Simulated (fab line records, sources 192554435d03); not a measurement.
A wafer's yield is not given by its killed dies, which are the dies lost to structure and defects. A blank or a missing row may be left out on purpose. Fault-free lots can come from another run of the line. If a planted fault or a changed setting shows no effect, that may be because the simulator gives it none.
Chamber matching	flow n5Finfet	N5_SPACER0_ALD_08 on aldSin-01 has 4 sister chambers
The step deposits SiNx, target thk 2 nm. 8 wafers are shown with their chamber, then 8 later ones without.

## EACH WAFER AND ITS CHAMBER
wafer	chamber	heaterPowerW (W)
L081.3	1	833
L081.6	0	1133
L086.6	0	1095
L088.2	1	833
L089.1	3	831
L089.4	2	780
L089.6	2	795
L094.1	3	858

## WAFERS WITH NO CHAMBER GIVEN
wafer	heaterPowerW (W)
L094.2	840
L094.3	1114
L094.4	766
L094.5	878
L094.6	763
L095.1	856
L095.2	1135
L095.5	857

## WHICH CHAMBER EACH WENT THROUGH
wafer	from the rows above	in truth
L094.2	can't be placed: 3 or 1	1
L094.3	0	0
L094.4	2	2
L094.5	can't be placed: 3 or 1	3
L094.6	2	2
L095.1	can't be placed: 3 or 1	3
L095.2	0	0
L095.5	can't be placed: 3 or 1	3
4 of 8 placed correctly. Unplaceable from these rows: 4, with the true chamber sitting among the candidates in 4. Wrongly placed: 0.
How it was worked out, from the rows above alone: a wafer's distance from a chamber is the root of the sum, over the readings, of the square of ((its reading less the chamber's mean) divided by the reading's scatter). The wafer belongs to the nearest chamber; if the next one is less than 2 further off, it can't be placed. A chamber's mean is the mean of its shown wafers. The scatter: the root of (the sum of the squares of (reading less its chamber's mean) over the shown wafers, divided by (wafers less chambers)).
